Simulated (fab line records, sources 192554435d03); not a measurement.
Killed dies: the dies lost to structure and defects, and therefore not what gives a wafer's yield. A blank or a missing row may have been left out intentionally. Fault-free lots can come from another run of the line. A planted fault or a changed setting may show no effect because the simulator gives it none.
Matching of chambers	flow n5Finfet	N5_BEOL_M11_CMP_52 on cmp-04: 4 sister chambers
The step polishes, stops on SiCOH lowk, t overpolish 7 s, target thk 140 nm. 8 wafers are shown with their chamber, then 8 later ones without.

WAFERS PAIRED WITH THEIR CHAMBERS
wafer	chamber	motorCurrentA (A)	barrierFieldEndpointS (s)
L085.5	3	7.5	28.1
L085.6	2	6.6	29.1
L088.1	3	7.5	28.8
L088.3	0	6.2	30.0
L090.3	0	6.6	29.4
L090.4	1	6.7	28.2
L090.6	2	6.4	29.5
L093.4	1	6.5	28.8

WAFERS WHOSE CHAMBER IS MISSING
wafer	motorCurrentA (A)	barrierFieldEndpointS (s)
L093.5	6.6	29.4
L093.6	7.6	28.1
L092.3	6.4	29.5
L092.4	6.3	28.6
L092.5	6.1	29.1
L094.2	6.4	28.0
L094.5	7.1	27.6
L094.6	6.5	28.8

EACH ONE'S CHAMBER
wafer	from the rows above	in truth
L093.5	can't be placed: 2 or 0 or 1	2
L093.6	3	3
L092.3	can't be placed: 0 or 2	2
L092.4	can't be placed: 1 or 2 or 0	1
L092.5	can't be placed: 0 or 2 or 1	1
L094.2	can't be placed: 1 or 2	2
L094.5	can't be placed: 3 or 1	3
L094.6	can't be placed: 1 or 2 or 0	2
Correct placement for 1 of the 8. These rows do not allow placing 7 (true chamber among the candidates in 7). 0 placed wrongly.
How it was worked out, from the rows above alone: a wafer's distance from a chamber is the root of the sum, over the readings, of the square of ((its reading less the chamber's mean) divided by the reading's scatter). If the next closest chamber is less than 2 further off than the closest, the wafer can't be placed; otherwise it belongs to the closest. A chamber's mean is the mean of its shown wafers. The scatter: take each reading less its chamber's mean, square it, sum over the shown wafers, divide by the number of wafers less the number of chambers, and take the root.
